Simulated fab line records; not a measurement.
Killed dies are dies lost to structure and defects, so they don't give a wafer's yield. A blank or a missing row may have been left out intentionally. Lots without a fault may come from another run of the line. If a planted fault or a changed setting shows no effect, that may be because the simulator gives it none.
fab line records	flow nand-harc
[record] lots = 24	wafers = 72	last-day = 33
route steps=1302 shown A_M1@1181 A_BONDPAD@1202 HYBRID_BOND@1242 THIN_TSV@1259
lots with no fault: from the same line, run without faults
start-h: hours from the record's opening day to when the first of the lot's shown wafers began	wait-h: hours since the lot's step before	" repeats the value in the row above	L1.1+2: several wafers, shown together as one row	- either no value or no given start	* or withheld: withheld	< > ~ a bound
route shown NAME@n: NAME is a module with steps in the file, n the number in the route of the first one	usual: average and standard deviation across the fault-free wafers	same: alike in all rows	chamber/n: place in a boat	sites: per-site readings	_std_site: standard deviation of those values	_edge_site: mean of outer sites minus mean of inner sites	radius-mm: how far each site lies from the wafer's centre	mask NAME#n: copy n	behind: the last tool/chamber to shape the wafer	hold: reason for holding the lot/hours on hold/outcome of the hold	device: which transistor (n, p or np) failed to switch	end of line: tests of these same wafers at the route's end	a step without rows: its recipe alone	killed: dies lost to structure and defects at the first sort, not the wafer's yield	map: per-die view of a wafer (x killed, . not killed, _ where there is no die)
set.NAME: the setting as run; set.NAME@STEP: as run at that earlier step	model.NAME: the simulator's own value behind a step, which no gauge read
a sample of lots followed through the steps of the route, with each step as a table and each wafer as a row
services: a tool's chamber out of use, with start hour (start-h, from the record's first day; less than 0 if before it), hours out, and reason
[[steps]]
[step NHARC_A_M1_INSPECT_11]
[usual] raw-defect-count = 88/47
lot.wafer	tool	chamber	start-h	wait-h	raw-defect-count
L074.1	defect-inspect-01	-	526.50	0.0	100
L074.2	"	-	"	"	86
L074.5	"	-	"	"	86
L075.1	defect-inspect-01	-	527.25	0.0	131
L075.2	"	-	"	"	122
L075.6	"	-	"	"	116
L077.1	defect-inspect-01	-	540.13	0.0	26
L077.2	"	-	"	"	24
L077.6	"	-	"	"	20
L076.1	defect-inspect-01	-	541.94	0.0	146
L076.2	"	-	"	"	157
L076.3	"	-	"	"	143
L078.2	defect-inspect-01	-	554.94	0.0	164
L078.3	"	-	"	"	143
L078.6	"	-	"	"	156
L080.1	defect-inspect-01	-	563.32	0.0	92
L080.2	"	-	"	"	79
L080.3	"	-	"	"	93
L081.2	defect-inspect-02	-	590.03	0.0	150
L081.3	"	-	"	"	180
L081.4	"	-	"	"	161
L079.2	defect-inspect-01	-	591.04	0.0	71
L079.4	"	-	"	"	63
L079.5	"	-	"	"	69
L082.1	defect-inspect-01	-	606.65	0.0	143
L082.2	"	-	"	"	150
L082.5	"	-	"	"	191
L083.3	defect-inspect-01	-	608.07	0.0	33
L083.4	"	-	"	"	35
L083.6	"	-	"	"	35
L084.4	defect-inspect-02	-	630.29	0.0	82
L084.5	"	-	"	"	78
L084.6	"	-	"	"	75
L085.2	defect-inspect-02	-	647.07	0.0	103
L085.5	"	-	"	"	94
L085.6	"	-	"	"	114
L087.1	defect-inspect-02	-	648.25	0.0	60
L087.4	"	-	"	"	54
L087.6	"	-	"	"	55
L086.3	defect-inspect-01	-	655.46	0.0	92
L086.4	"	-	"	"	97
L086.5	"	-	"	"	90
L089.2	defect-inspect-01	-	672.99	0.0	22
L089.5	"	-	"	"	24
L089.6	"	-	"	"	36
L088.3	defect-inspect-01	-	673.29	0.0	145
L088.5	"	-	"	"	136
L088.6	"	-	"	"	128
L091.1	defect-inspect-02	-	685.68	0.0	27
L091.3	"	-	"	"	35
L091.4	"	-	"	"	32
L090.1	defect-inspect-01	-	690.81	0.0	160
L090.2	"	-	"	"	140
L090.4	"	-	"	"	139
L092.1	defect-inspect-02	-	698.14	0.0	63
L092.4	"	-	"	"	75
L092.5	"	-	"	"	59
L093.1	defect-inspect-02	-	702.86	0.0	37
L093.2	"	-	"	"	40
L093.4	"	-	"	"	34
L095.1	defect-inspect-01	-	726.68	0.0	116
L095.2	"	-	"	"	142
L095.4	"	-	"	"	147
L094.3	defect-inspect-02	-	728.11	0.0	51
L094.4	"	-	"	"	39
L094.6	"	-	"	"	57
L097.2	defect-inspect-01	-	735.38	0.0	49
L097.3	"	-	"	"	57
L097.4	"	-	"	"	69
L096.2	defect-inspect-02	-	743.17	0.0	43
L096.3	"	-	"	"	48
L096.6	"	-	"	"	34
[step NHARC_A_M1_ETCH_28]
[recipe] target-depth-a = 300	over-etch-frac = 0.3	time-s = 72.99	ion-energy-ev = 150	cf4-flow-sccm = 50	n2-flow-sccm = 100	ar-flow-sccm = 150	rf-w = 300	bias-w = 100	chemistry = CF4/N2
[usual] drypump-motor-current-A = 5.8/0.49	oes-product-au = 1.006/0.015	rf-vpp-V = 313.7/2.3	showerhead-plenum-p-Torr = 2.60/0.13	throttle-valve-pct = 19.794/0.0092
lot.wafer	tool	chamber	start-h	wait-h	drypump-motor-current-A	oes-product-au	rf-hours-counter-h	rf-vpp-V	showerhead-plenum-p-Torr	throttle-valve-pct
L074.1	rie-diel-08	0	-	-	5.1	0.991	8	311.8	2.55	19.806
L074.2	"	1	"	"	5.5	1.006	9	312.0	2.51	19.784
L074.5	"	0	"	"	5.1	0.995	-	312.0	2.55	19.804
L075.1	rie-diel-08	0	-	-	5.1	0.984	8	311.1	2.55	19.807
L075.2	"	2	"	"	5.4	1.004	9	317.5	2.81	19.803
L075.6	"	3	"	"	5.8	0.998	-	315.8	2.68	19.791
L077.2	rie-diel-13	3	-	-	6.4	0.993	0	311.9	2.46	19.789
L077.1	"	1	"	"	6.3	1.016	0	312.1	2.52	19.803
L077.6	"	3	"	"	6.4	1.001	-	312.2	2.46	19.797
L076.1	rie-diel-08	2	-	-	5.5	1.009	10	316.5	2.81	19.793
L076.3	"	3	"	"	5.9	1.005	10	314.4	2.68	19.774
L076.2	"	1	"	"	5.5	1.022	10	312.3	2.51	19.787
L078.3	rie-diel-07	3	-	-	6.2	1.031	4	316.1	2.77	19.809
L078.2	"	0	"	"	6.0	0.999	5	310.1	2.45	19.800
L078.6	"	2	"	"	6.2	0.995	-	316.9	2.78	19.792
L080.1	rie-diel-07	1	-	-	4.8	0.990	5	312.7	2.47	19.795
L080.3	"	2	"	"	6.2	1.012	6	317.4	2.78	19.796
L080.2	"	3	"	"	6.2	1.039	5	316.1	2.77	19.783
L081.3	rie-diel-08	0	-	-	5.1	0.987	2	311.4	2.55	19.795
L081.4	"	2	"	"	5.4	1.002	2	319.4	2.81	19.791
L081.2	"	3	"	"	5.8	0.984	2	315.2	2.68	19.793
L079.4	rie-diel-13	2	-	-	6.1	1.000	2	314.4	2.65	19.806
L079.2	"	0	"	"	5.8	1.016	2	313.7	2.61	19.777
L079.5	"	2	"	"	6.1	0.997	-	314.1	2.64	19.798
L082.2	rie-diel-08	1	-	-	5.6	0.998	4	311.9	2.51	19.801
L082.1	"	3	"	"	5.8	0.991	4	316.3	2.68	19.804
L082.5	"	1	"	"	5.6	1.019	-	311.8	2.51	19.788
L083.4	rie-diel-08	0	-	-	5.1	0.991	4	313.2	2.55	19.782
L083.3	"	1	"	"	5.6	1.013	4	311.4	2.51	19.784
L083.6	"	0	"	"	5.1	0.995	-	312.6	2.55	19.799
L084.4	rie-diel-07	0	-	-	6.0	1.009	9	311.6	2.44	19.795
L084.6	"	3	"	"	6.2	1.014	-	317.8	2.77	19.805
L084.5	"	0	"	"	6.0	1.013	-	310.4	2.44	19.791
L085.2	rie-diel-07	2	-	-	6.2	0.987	11	316.0	2.78	19.807
L085.6	"	1	"	"	4.8	0.976	-	312.0	2.47	19.796
L085.5	"	2	"	"	6.2	0.989	-	316.2	2.78	19.789
L087.4	rie-diel-08	2	-	-	5.5	1.001	6	317.9	2.81	19.786
L087.1	"	3	"	"	5.8	0.998	6	314.4	2.68	19.798
L087.6	"	0	"	"	5.1	0.998	-	312.4	2.55	19.790
L086.3	rie-diel-13	3	-	-	6.5	0.994	3	312.0	2.46	19.815
L086.4	"	0	"	"	5.7	1.021	4	314.2	2.61	19.801
L086.5	"	2	"	"	6.1	1.015	-	315.1	2.64	19.792
L089.2	rie-diel-13	2	-	-	6.1	1.019	4	314.5	2.64	19.791
L089.5	"	3	"	"	6.5	0.987	-	311.7	2.46	19.781
L089.6	"	0	"	"	5.8	1.023	-	314.2	2.61	19.790
L088.3	rie-diel-13	1	-	-	6.3	1.018	4	311.7	2.52	19.782
L088.6	"	2	"	"	6.1	1.024	-	313.8	2.64	19.797
L088.5	"	3	"	"	6.4	0.984	-	310.8	2.46	19.795
L091.3	rie-diel-07	3	-	-	6.1	0.992	1	317.3	2.77	19.805
L091.4	"	1	"	"	4.8	1.002	1	311.8	2.47	19.810
L091.1	"	2	"	"	6.2	1.033	1	317.1	2.78	19.787
L090.2	rie-diel-13	1	-	-	6.3	1.023	5	312.2	2.52	19.801
L090.1	"	0	"	"	5.7	1.032	5	314.6	2.61	19.793
L090.4	"	3	"	"	6.5	0.989	-	311.0	2.46	19.790
L092.4	rie-diel-07	1	-	-	4.8	1.003	2	312.6	2.47	19.800
L092.1	"	3	"	"	6.1	0.994	2	317.2	2.77	19.801
L092.5	"	0	"	"	6.0	1.017	-	312.4	2.44	19.810
L093.4	rie-diel-08	3	-	-	5.8	0.999	9	315.1	2.67	19.778
L093.1	"	0	"	"	5.1	1.001	8	312.9	2.55	19.795
L093.2	"	1	"	"	5.5	1.011	8	312.2	2.50	19.796
L095.4	rie-diel-13	0	-	-	5.7	1.001	1	313.0	2.61	19.793
L095.1	"	1	"	"	6.4	1.027	1	313.9	2.52	19.803
L095.2	"	3	"	"	6.4	0.985	1	310.3	2.46	19.785
L094.4	rie-diel-07	0	-	-	6.0	1.013	3	312.1	2.44	19.797
L094.3	"	3	"	"	6.2	0.987	4	315.3	2.77	19.780
L094.6	"	0	"	"	6.0	1.014	-	312.4	2.44	19.788
L097.2	rie-diel-07	3	-	-	6.1	0.994	4	316.8	2.77	19.806
L097.3	"	0	"	"	5.9	1.029	4	310.5	2.44	19.794
L097.4	"	2	"	"	6.2	1.026	4	317.8	2.78	19.795
L096.2	rie-diel-08	3	-	-	5.8	0.996	0	315.2	2.67	19.789
L096.3	"	0	"	"	5.1	1.006	0	312.1	2.54	19.793
L096.6	"	1	"	"	5.5	1.006	-	310.8	2.50	19.771
[step NHARC_A_M1_THK_MEAS_24]
[recipe] thk-meas-gauge = xrf
[usual] thk-nm = 154.6/1.4
lot.wafer	tool	chamber	start-h	wait-h	thk-nm
L074.1	film-metro-01	-	529.13	-	155.3
L074.2	"	-	"	"	155.1
L074.5	"	-	"	"	155.0
L075.1	film-metro-02	-	529.80	-	154.1
L075.2	"	-	"	"	153.6
L075.6	"	-	"	"	153.3
L077.1	film-metro-02	-	542.86	-	156.7
L077.2	"	-	"	"	155.1
L077.6	"	-	"	"	156.4
L076.1	film-metro-02	-	544.41	-	154.6
L076.2	"	-	"	"	153.0
L076.3	"	-	"	"	154.3
L078.2	film-metro-01	-	557.42	-	156.3
L078.3	"	-	"	"	154.3
L078.6	"	-	"	"	155.0
L080.1	film-metro-01	-	565.87	-	154.5
L080.2	"	-	"	"	153.3
L080.3	"	-	"	"	155.9
L081.2	film-metro-02	-	592.51	-	153.6
L081.3	"	-	"	"	155.2
L081.4	"	-	"	"	154.9
L079.2	film-metro-02	-	593.53	-	152.5
L079.4	"	-	"	"	156.2
L079.5	"	-	"	"	156.6
L082.1	film-metro-02	-	609.17	-	153.8
L082.2	"	-	"	"	154.2
L082.5	"	-	"	"	156.7
L083.3	film-metro-02	-	610.58	-	155.7
L083.4	"	-	"	"	154.1
L083.6	"	-	"	"	156.9
L084.4	film-metro-01	-	632.89	-	154.5
L084.5	"	-	"	"	152.4
L084.6	"	-	"	"	155.8
L085.2	film-metro-01	-	649.61	-	153.3
L085.5	"	-	"	"	152.4
L085.6	"	-	"	"	155.1
L087.1	film-metro-02	-	650.73	-	152.8
L087.4	"	-	"	"	153.5
L087.6	"	-	"	"	151.6
L086.3	film-metro-02	-	657.98	-	153.9
L086.4	"	-	"	"	154.3
L086.5	"	-	"	"	151.7
L089.2	film-metro-02	-	675.52	-	156.9
L089.5	"	-	"	"	154.0
L089.6	"	-	"	"	152.5
L088.3	film-metro-02	-	675.98	-	154.2
L088.5	"	-	"	"	156.0
L088.6	"	-	"	"	154.1
L091.1	film-metro-02	-	688.17	-	152.5
L091.3	"	-	"	"	153.1
L091.4	"	-	"	"	152.6
L090.1	film-metro-02	-	693.67	-	153.9
L090.2	"	-	"	"	155.3
L090.4	"	-	"	"	153.2
L092.1	film-metro-02	-	700.63	-	154.1
L092.4	"	-	"	"	152.4
L092.5	"	-	"	"	153.7
L093.1	film-metro-02	-	705.34	-	154.7
L093.2	"	-	"	"	155.3
L093.4	"	-	"	"	155.3
L095.1	film-metro-01	-	729.48	-	155.1
L095.2	"	-	"	"	153.9
L095.4	"	-	"	"	154.3
L094.3	film-metro-01	-	730.58	-	153.8
L094.4	"	-	"	"	155.7
L094.6	"	-	"	"	153.7
L097.2	film-metro-02	-	737.93	-	154.3
L097.3	"	-	"	"	154.5
L097.4	"	-	"	"	156.5
L096.2	film-metro-01	-	745.70	-	154.3
L096.3	"	-	"	"	155.7
L096.6	"	-	"	"	153.5
[step NHARC_A_BONDPAD_DEP_00]
[recipe] target-thk-a = 2500	temp-c = 370	target-thk-nm = 250	pressure-torr = 3	flow-sccm = 200	rf-w = 450	material = SiCN
[usual] chamber-pressure-Torr = 3.000/0.0065	heater-power-w = 608/79	showerhead-vpp-V = 1297/64
lot.wafer	tool	chamber	start-h	wait-h	chamber-pressure-Torr	heater-power-w	showerhead-vpp-V
L074.2	pecvd-04	1	529.99	-	2.999	589	1364
L074.1	"	2	"	"	3.005	635	1237
L074.5	"	1	"	"	3.006	613	1363
L075.2	pecvd-01	0	-	-	3.001	476	1243
L075.1	"	1	"	"	2.999	761	1347
L075.6	"	1	"	"	3.012	778	1364
L077.2	pecvd-01	2	543.76	-	2.999	564	1409
L077.1	"	0	"	"	2.993	547	1230
L077.6	"	1	"	"	3.005	753	1346
L076.1	pecvd-03	2	545.27	-	3.005	553	1307
L076.2	"	0	"	"	3.011	516	1277
L076.3	"	1	"	"	3.003	673	1306
L078.3	pecvd-01	0	558.33	-	2.993	450	1244
L078.2	"	1	"	"	3.000	756	1362
L078.6	"	0	"	"	2.999	456	1258
L080.1	pecvd-01	1	566.72	-	2.988	698	1352
L080.3	"	2	"	"	3.001	564	1423
L080.2	"	0	"	"	2.994	498	1242
L081.2	pecvd-03	1	593.37	-	2.996	696	1299
L081.3	"	1	"	"	2.998	680	1317
L081.4	"	2	"	"	3.000	567	1292
L079.2	pecvd-03	2	594.71	-	2.992	612	1290
L079.4	"	2	"	"	2.983	634	1263
L079.5	"	2	"	"	3.002	626	1288
L082.2	pecvd-04	2	610.19	-	3.006	538	1223
L082.1	"	0	"	"	2.999	702	1220
L082.5	"	1	"	"	2.983	545	1338
L083.3	pecvd-04	2	611.72	-	2.991	538	1242
L083.6	"	0	"	"	3.007	681	1221
L083.4	"	2	"	"	2.992	573	1225
L084.6	pecvd-03	1	633.98	-	2.995	713	1304
L084.4	"	2	"	"	3.000	641	1305
L084.5	"	0	"	"	3.012	544	1261
L085.2	pecvd-04	2	650.56	-	2.997	511	1223
L085.6	"	0	"	"	3.003	689	1213
L085.5	"	1	"	"	2.993	541	1375
L087.1	pecvd-01	1	651.63	-	3.008	778	1365
L087.6	"	0	"	"	2.998	567	1248
L087.4	"	2	"	"	2.999	550	1434
L086.3	pecvd-04	0	658.83	-	2.988	688	1243
L086.5	"	1	"	"	3.010	563	1352
L086.4	"	2	"	"	2.990	568	1239
L089.2	pecvd-03	2	676.41	-	3.001	639	1291
L089.6	"	2	"	"	3.002	514	1301
L089.5	"	0	"	"	2.990	573	1257
L088.3	pecvd-04	0	676.99	-	2.997	731	1227
L088.5	"	2	"	"	3.003	598	1234
L088.6	"	0	"	"	2.998	735	1217
L091.3	pecvd-03	0	689.02	-	3.008	494	1251
L091.1	"	1	"	"	2.993	670	1300
L091.4	"	1	"	"	3.004	690	1322
L090.2	pecvd-04	2	-	-	3.011	572	1246
L090.1	"	0	"	"	3.004	682	1193
L090.4	"	0	"	"	2.991	675	1239
L092.1	pecvd-03	0	701.49	-	2.998	461	1258
L092.5	"	1	"	"	3.007	730	1327
L092.4	"	2	"	"	2.996	638	1287
L093.2	pecvd-01	2	706.27	-	3.002	576	1422
L093.1	"	0	"	"	3.004	593	1245
L093.4	"	1	"	"	3.000	573	1374
L095.1	pecvd-01	0	-	-	3.005	545	1244
L095.2	"	1	"	"	2.991	714	1348
L095.4	"	2	"	"	3.005	595	1446
L094.3	pecvd-04	0	-	-	3.006	671	1242
L094.6	"	1	"	"	2.997	575	1358
L094.4	"	0	"	"	3.005	712	1217
L097.3	pecvd-04	2	-	-	3.005	574	1244
L097.2	"	1	"	"	3.002	510	1359
L097.4	"	2	"	"	3.006	587	1238
L096.2	pecvd-03	0	746.56	-	3.010	546	1261
L096.3	"	2	"	"	2.999	617	1278
L096.6	"	0	"	"	3.017	571	1245
[step NHARC_HYBRID_BOND_OVL_MEAS_05]
[usual] overlay-x-nm = 1/33	overlay-y-nm = 4/30
lot.wafer	tool	chamber	start-h	wait-h	overlay-x-nm	overlay-y-nm
L074.1	overlay-01	-	541.19	0.4	10	-23
L074.2	"	-	"	"	-51	-35
L074.5	"	-	"	"	-34	-13
L075.1	overlay-01	-	545.57	0.4	-51	-29
L075.2	"	-	"	"	-8	-10
L075.6	"	-	"	"	12	0
L077.1	overlay-01	-	557.02	0.4	-35	24
L077.2	"	-	"	"	29	-37
L077.6	"	-	"	"	72	-24
L076.1	overlay-02	-	557.02	0.4	38	7
L076.2	"	-	"	"	-11	25
L076.3	"	-	"	"	72	-19
L078.2	overlay-01	-	572.03	0.4	-74	-38
L078.3	"	-	"	"	39	-11
L078.6	"	-	"	"	26	12
L080.1	overlay-02	-	580.14	0.4	-10	24
L080.2	"	-	"	"	-10	8
L080.3	"	-	"	"	23	-42
L079.2	overlay-02	-	606.90	0.4	17	21
L079.4	"	-	"	"	41	50
L079.5	"	-	"	"	102	15
L081.2	overlay-01	-	606.90	0.4	-9	-31
L081.3	"	-	"	"	-52	-14
L081.4	"	-	"	"	-37	18
L082.1	overlay-01	-	625.35	0.4	16	-45
L082.2	"	-	"	"	1	13
L082.5	"	-	"	"	-42	10
L083.3	overlay-02	-	625.35	0.4	48	-10
L083.4	"	-	"	"	14	-5
L083.6	"	-	"	"	57	-8
L084.4	overlay-02	-	647.48	0.4	3	48
L084.5	"	-	"	"	-37	-60
L084.6	"	-	"	"	-3	-9
L087.1	overlay-02	-	663.98	0.4	-4	-40
L087.4	"	-	"	"	7	14
L087.6	"	-	"	"	-11	57
L085.2	overlay-01	-	663.98	0.4	39	39
L085.5	"	-	"	"	6	-19
L085.6	"	-	"	"	8	-41
L086.3	overlay-01	-	690.34	0.4	22	-19
L086.4	"	-	"	"	-15	37
L086.5	"	-	"	"	29	-6
L089.2	overlay-02	-	690.34	0.4	-17	-18
L089.5	"	-	"	"	-23	15
L089.6	"	-	"	"	31	-7
L088.3	overlay-01	-	690.35	0.4	32	-46
L088.5	"	-	"	"	-14	36
L088.6	"	-	"	"	64	88
L091.1	overlay-01	-	702.33	0.4	0	-40
L091.3	"	-	"	"	-16	-4
L091.4	"	-	"	"	10	33
L090.1	overlay-02	-	708.11	0.4	65	-17
L090.2	"	-	"	"	-21	37
L090.4	"	-	"	"	3	71
L092.1	overlay-01	-	720.73	0.4	-1	-12
L092.4	"	-	"	"	70	31
L092.5	"	-	"	"	19	48
L093.1	overlay-02	-	720.73	0.4	-9	-2
L093.2	"	-	"	"	8	-19
L093.4	"	-	"	"	11	16
L095.1	overlay-02	-	743.80	0.4	-7	20
L095.2	"	-	"	"	-31	-25
L095.4	"	-	"	"	18	-14
L094.3	overlay-02	-	753.01	0.4	-22	-15
L094.4	"	-	"	"	-39	-2
L094.6	"	-	"	"	-37	-23
L097.2	overlay-02	-	753.02	0.4	-2	50
L097.3	"	-	"	"	0	23
L097.4	"	-	"	"	15	-18
L096.2	overlay-02	-	761.33	0.4	-29	0
L096.3	"	-	"	"	-15	30
L096.6	"	-	"	"	-35	84
[step NHARC_THIN_TSV_CD_MEAS_12]
[recipe] target-cd-nm = 1000	landing-energy-ev = 500
[usual] cd-nm = 999.4/2.8
lot.wafer	tool	chamber	start-h	wait-h	cd-nm
L074.1	cd-sem-01	0	546.29	-	1000.4
L074.2	"	0	"	"	995.9
L074.5	"	0	"	"	998.6
L075.1	cd-sem-01	0	549.11	-	1003.2
L075.2	"	0	"	"	1004.7
L075.6	"	0	"	"	997.1
L077.1	cd-sem-02	0	559.77	-	999.0
L077.2	"	0	"	"	997.6
L077.6	"	0	"	"	997.1
L076.1	cd-sem-02	0	561.61	-	1000.3
L076.2	"	0	"	"	1002.2
L076.3	"	0	"	"	1001.3
L078.2	cd-sem-03	0	574.63	-	1001.1
L078.3	"	0	"	"	1000.2
L078.6	"	0	"	"	1002.7
L080.1	cd-sem-03	0	582.90	-	1000.1
L080.2	"	0	"	"	997.8
L080.3	"	0	"	"	1000.9
L079.2	cd-sem-03	0	609.65	-	1002.2
L079.4	"	0	"	"	1001.0
L079.5	"	0	"	"	1002.6
L081.2	cd-sem-02	0	610.74	-	1001.2
L081.3	"	0	"	"	1001.0
L081.4	"	0	"	"	1002.2
L083.3	cd-sem-01	0	627.97	-	1003.8
L083.4	"	0	"	"	1002.6
L083.6	"	0	"	"	998.1
L082.1	cd-sem-03	0	629.28	-	998.9
L082.2	"	0	"	"	1001.3
L082.5	"	0	"	"	997.6
L084.4	cd-sem-02	0	650.38	-	995.9
L084.5	"	0	"	"	1001.2
L084.6	"	0	"	"	991.3
L085.2	cd-sem-03	0	672.25	-	1001.2
L085.5	"	0	"	"	998.2
L085.6	"	0	"	"	1002.0
L087.1	cd-sem-02	0	672.41	-	1003.0
L087.4	"	0	"	"	996.4
L087.6	"	0	"	"	997.9
L086.3	cd-sem-02	0	692.94	-	1001.2
L086.4	"	0	"	"	1001.0
L086.5	"	0	"	"	1002.5
L089.2	cd-sem-01	0	694.27	-	999.3
L089.5	"	0	"	"	999.9
L089.6	"	0	"	"	990.8
L088.3	cd-sem-02	0	695.48	-	994.3
L088.5	"	0	"	"	1000.9
L088.6	"	0	"	"	1003.5
L091.1	cd-sem-03	0	705.18	-	996.8
L091.3	"	0	"	"	1000.7
L091.4	"	0	"	"	1001.5
L090.1	cd-sem-02	0	710.72	-	995.1
L090.2	"	0	"	"	999.7
L090.4	"	0	"	"	1000.7
L092.1	cd-sem-01	0	723.49	-	995.0
L092.4	"	0	"	"	997.5
L092.5	"	0	"	"	995.8
L093.1	cd-sem-01	0	724.69	-	997.8
L093.2	"	0	"	"	996.8
L093.4	"	0	"	"	993.5
L095.1	cd-sem-01	0	746.75	-	1002.4
L095.2	"	0	"	"	1000.7
L095.4	"	0	"	"	1001.7
L094.3	cd-sem-01	0	755.76	-	993.7
L094.4	"	0	"	"	999.7
L094.6	"	0	"	"	999.1
L097.2	cd-sem-02	0	756.95	-	1001.9
L097.3	"	0	"	"	1003.4
L097.4	"	0	"	"	1001.2
L096.2	cd-sem-03	0	764.08	-	999.4
L096.3	"	0	"	"	998.8
L096.6	"	0	"	"	999.9
[[services]]
tool	chamber	start-h	hours	kind
pecvd-03	1	503.81	2.6	repair
rie-diel-13	-	519.00	9.0	pm
rie-diel-07	1	523.99	7.7	repair
rie-diel-13	3	532.31	2.1	repair
rie-diel-08	3	544.28	2.4	repair
rie-diel-08	-	544.80	9.0	pm
pecvd-03	-	547.52	13.0	pm
rie-diel-07	0	560.61	4.9	repair
rie-diel-13	-	561.16	1.5	repair
rie-diel-13	3	578.86	3.7	repair
pecvd-03	0	591.38	9.6	repair
rie-diel-13	-	601.09	0.8	repair
pecvd-04	-	629.58	0.5	repair
pecvd-04	-	631.55	13.0	pm
rie-diel-07	2	640.24	1.5	repair
pecvd-03	1	641.89	21.5	repair
rie-diel-13	2	645.70	2.0	repair
rie-diel-07	-	648.20	9.0	pm
pecvd-04	-	649.19	1.1	repair
pecvd-01	-	673.02	13.0	pm
rie-diel-08	-	721.80	9.0	pm
pecvd-03	-	728.52	13.0	pm
pecvd-04	-	742.69	3.3	repair
pecvd-03	1	744.13	3.8	repair
[[key]]
fault none
